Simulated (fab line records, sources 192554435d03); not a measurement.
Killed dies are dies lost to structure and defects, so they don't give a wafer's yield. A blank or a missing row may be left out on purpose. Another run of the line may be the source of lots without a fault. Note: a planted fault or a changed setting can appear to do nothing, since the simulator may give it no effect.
One fault through the eyes of 3 desks | flow n5-finfet | numbers are kept per desk, each desk with only its own; the story behind them comes last
Where a reading is given only as a bound, like >300, the bound stands for it, and a mean or a difference that rests on one is marked > or <: the true number lies beyond.

THE DEFECT DESK
What the inspections along the route counted, lot by lot: means of the sampled wafers that have a number. Any lot whose mean is over 4 standard deviations away from the usual mean is out of limits and marked OUT; that distance is given in the brackets.
Columns: A = raw-defect-count at N5_BEOL_M14_INSPECT_12, usual 2.0
lot  | first seen here | A
L860 | day 11 02:22    | 2.7
L861 | day 11 09:56    | 3.3
L864 | day 12 04:25    | 1.7
L865 | day 12 16:59    | 1.7
L867 | day 13 05:15    | 3.0
L868 | day 14 07:11    | 2.0
L876 | day 15 10:21    | >102 (>+72) OUT
L879 | day 16 12:02    | 1.3
L880 | day 17 02:53    | 3.3
L883 | day 17 14:17    | 0.7
L882 | day 17 16:25    | 2.3
This desk finds L876 out of limits, L876 being first, at day 15 10:21 (raw-defect-count at N5_BEOL_M14_INSPECT_12). Within limits: L860, L861, L864, L865, L867, L868, L879, L880, L883, L882.

THE TOOL OWNER'S DESK: pecvd-01
The tool's own readings at N5_BEOL_M14_ILD_DEP_00 (deposits SiO2 from TEOS/O2, target thk 1119.3 nm, time 237.4 s): means of the sampled wafers that have a number, for each lot that ran on this tool. Any lot whose mean is over 4 standard deviations away from the usual mean is out of limits and marked OUT; that distance is given in the brackets.
Columns: A = heater-power-w at N5_BEOL_M14_ILD_DEP_00, usual 533 W; B = showerhead-plenum-p-Torr at N5_BEOL_M14_ILD_DEP_00, usual 8.35 Torr; C = throttle-valve-pct at N5_BEOL_M14_ILD_DEP_00, usual 18.7 %
lot  | first seen here | A   | B    | C
L860 | day 11 01:49    | 494 | 8.37 | 17.7
L861 | day 11 09:23    | 528 | 8.35 | 17.1
L867 | day 13 04:41    | 501 | 8.37 | 17.6
L876 | day 15 09:41    | 546 | 8.34 | 17.4
This desk's finding: nothing out of limits on any of the 4 lots.

AT THE METROLOGY DESK
What the gauges read for every lot (on any tool): the sampled wafers with a number, averaged. Any lot whose mean is over 4 standard deviations away from the usual mean is out of limits and marked OUT; that distance is given in the brackets.
Columns: A = trench-depth-nm at N5_BEOL_M13_OCD_MEAS_35, usual 412 nm; B = V13_OVL at N5_BEOL_M14_OVL_MEAS_11, usual 5 nm
lot  | first seen here | A   | B
L860 | day 10 23:57    | 417 | 8
L861 | day 11 07:02    | 405 | 11
L864 | day 11 17:20    | 414 | 5
L865 | day 12 13:14    | 405 | 5
L867 | day 13 02:55    | 409 | 8
L868 | day 14 03:01    | 417 | 11
L876 | day 15 03:00    | 410 | 8
L879 | day 16 08:17    | 404 | 3
L880 | day 16 23:10    | 404 | 6
L883 | day 17 10:18    | 410 | -4
L882 | day 17 13:46    | 422 | 7
This desk's finding: nothing out of limits on any of the 11 lots.

TAKEN TOGETHER
The defect desk could have raised an alarm at day 15 10:21, on L876.
The tool owner's desk saw nothing out of limits.
The metrology desk saw nothing out of limits.
Tool owner's desk: L876 on record, inside its limits.
The metrology desk holds a record of L876, inside its limits.
N5_BEOL_M14_ILD_DEP_00 was run on pecvd-01 by each of the lots named.

WHAT WAS PUT IN BY THE SIMULATOR
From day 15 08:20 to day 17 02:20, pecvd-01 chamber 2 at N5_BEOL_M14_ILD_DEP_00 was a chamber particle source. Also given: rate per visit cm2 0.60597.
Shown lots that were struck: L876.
Hours from the fault's start to each desk's first reading out of limits: the defect desk, 2.
